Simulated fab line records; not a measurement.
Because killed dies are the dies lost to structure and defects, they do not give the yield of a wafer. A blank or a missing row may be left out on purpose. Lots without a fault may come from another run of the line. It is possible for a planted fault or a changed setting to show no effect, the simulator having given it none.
Matching of chambers / flow nand_harc / NHARC_A_M1_STRIP_18 on rie_diel-07 has 4 sister chambers
The step strips in N2/H2. 18 wafers are shown with their chamber, then 9 later ones without.

== EACH WAFER AND ITS CHAMBER ==
wafer=L983.1; chamber=0; drypump_motor_current_A (A)=5.4; showerhead_plenum_p_Torr (Torr)=2.07; oes_product_au (a.u.)=1.008
wafer=L983.2; chamber=3; drypump_motor_current_A (A)=6.4; showerhead_plenum_p_Torr (Torr)=2.04; oes_product_au (a.u.)=1.001
wafer=L983.5; chamber=1; drypump_motor_current_A (A)=5.2; showerhead_plenum_p_Torr (Torr)=2.19; oes_product_au (a.u.)=0.997
wafer=L985.1; chamber=0; drypump_motor_current_A (A)=5.4; showerhead_plenum_p_Torr (Torr)=2.07; oes_product_au (a.u.)=1.006
wafer=L985.4; chamber=3; drypump_motor_current_A (A)=6.3; showerhead_plenum_p_Torr (Torr)=2.04; oes_product_au (a.u.)=1.000
wafer=L985.5; chamber=2; drypump_motor_current_A (A)=5.6; showerhead_plenum_p_Torr (Torr)=2.08; oes_product_au (a.u.)=1.001
wafer=L990.1; chamber=1; drypump_motor_current_A (A)=5.2; showerhead_plenum_p_Torr (Torr)=2.18; oes_product_au (a.u.)=1.006
wafer=L990.4; chamber=0; drypump_motor_current_A (A)=5.4; showerhead_plenum_p_Torr (Torr)=2.07; oes_product_au (a.u.)=1.019
wafer=L990.5; chamber=3; drypump_motor_current_A (A)=6.3; showerhead_plenum_p_Torr (Torr)=2.04; oes_product_au (a.u.)=1.004
wafer=L989.2; chamber=1; drypump_motor_current_A (A)=5.2; showerhead_plenum_p_Torr (Torr)=2.18; oes_product_au (a.u.)=0.994
wafer=L989.5; chamber=2; drypump_motor_current_A (A)=5.6; showerhead_plenum_p_Torr (Torr)=2.08; oes_product_au (a.u.)=1.006
wafer=L989.6; chamber=1; drypump_motor_current_A (A)=5.2; showerhead_plenum_p_Torr (Torr)=2.18; oes_product_au (a.u.)=0.988
wafer=L995.3; chamber=1; drypump_motor_current_A (A)=5.2; showerhead_plenum_p_Torr (Torr)=2.18; oes_product_au (a.u.)=0.987
wafer=L995.5; chamber=0; drypump_motor_current_A (A)=5.4; showerhead_plenum_p_Torr (Torr)=2.06; oes_product_au (a.u.)=1.010
wafer=L995.6; chamber=1; drypump_motor_current_A (A)=5.2; showerhead_plenum_p_Torr (Torr)=2.18; oes_product_au (a.u.)=0.980
wafer=L996.1; chamber=0; drypump_motor_current_A (A)=5.4; showerhead_plenum_p_Torr (Torr)=2.06; oes_product_au (a.u.)=1.005
wafer=L996.4; chamber=3; drypump_motor_current_A (A)=6.3; showerhead_plenum_p_Torr (Torr)=2.03; oes_product_au (a.u.)=0.996
wafer=L996.6; chamber=2; drypump_motor_current_A (A)=5.6; showerhead_plenum_p_Torr (Torr)=2.08; oes_product_au (a.u.)=0.990

SIGNATURES (means of the wafers above)
reading=drypump_motor_current_A; chamber 0=5.400; chamber 1=5.200; chamber 2=5.600; chamber 3=6.325; scatter within a chamber=0.0231
reading=showerhead_plenum_p_Torr; chamber 0=2.0660; chamber 1=2.1817; chamber 2=2.0800; chamber 3=2.0375; scatter within a chamber=0.00446
reading=oes_product_au; chamber 0=1.00960; chamber 1=0.99200; chamber 2=0.99900; chamber 3=1.00025; scatter within a chamber=0.00708
Rule: for a wafer and a chamber, the distance is found by dividing, reading by reading, the gap between the wafer's reading and the chamber's mean by the reading's scatter, squaring, summing and taking the root. If the next closest chamber is less than 2 further off than the closest, the wafer can't be placed; otherwise it belongs to the closest. The scatter is the square root of a quotient: the sum, over the shown wafers, of each reading's squared deviation from its chamber's mean, divided by wafers minus chambers.

== WAFERS WITHOUT THEIR CHAMBER ==
wafer=L100.1; drypump_motor_current_A (A)=5.4; showerhead_plenum_p_Torr (Torr)=2.06; oes_product_au (a.u.)=1.009
wafer=L100.3; drypump_motor_current_A (A)=5.6; showerhead_plenum_p_Torr (Torr)=2.08; oes_product_au (a.u.)=0.990
wafer=L100.5; drypump_motor_current_A (A)=5.4; showerhead_plenum_p_Torr (Torr)=2.06; oes_product_au (a.u.)=1.009
wafer=L102.1; drypump_motor_current_A (A)=5.6; showerhead_plenum_p_Torr (Torr)=2.08; oes_product_au (a.u.)=1.003
wafer=L102.2; drypump_motor_current_A (A)=5.4; showerhead_plenum_p_Torr (Torr)=2.06; oes_product_au (a.u.)=1.017
wafer=L102.6; drypump_motor_current_A (A)=5.4; showerhead_plenum_p_Torr (Torr)=2.06; oes_product_au (a.u.)=1.008
wafer=L103.4; drypump_motor_current_A (A)=5.4; showerhead_plenum_p_Torr (Torr)=2.06; oes_product_au (a.u.)=1.009
wafer=L103.5; drypump_motor_current_A (A)=6.3; showerhead_plenum_p_Torr (Torr)=2.03; oes_product_au (a.u.)=1.001
wafer=L103.6; drypump_motor_current_A (A)=5.2; showerhead_plenum_p_Torr (Torr)=2.18; oes_product_au (a.u.)=0.985

== THE CHAMBER EACH PASSED THROUGH ==
wafer=L100.1; from the rows above=0; in truth=0
wafer=L100.3; from the rows above=2; in truth=2
wafer=L100.5; from the rows above=0; in truth=0
wafer=L102.1; from the rows above=2; in truth=2
wafer=L102.2; from the rows above=0; in truth=0
wafer=L102.6; from the rows above=0; in truth=0
wafer=L103.4; from the rows above=0; in truth=0
wafer=L103.5; from the rows above=3; in truth=3
wafer=L103.6; from the rows above=1; in truth=1
9 of 9 placed correctly. From these rows, 0 cannot be placed. Wrongly placed: 0.
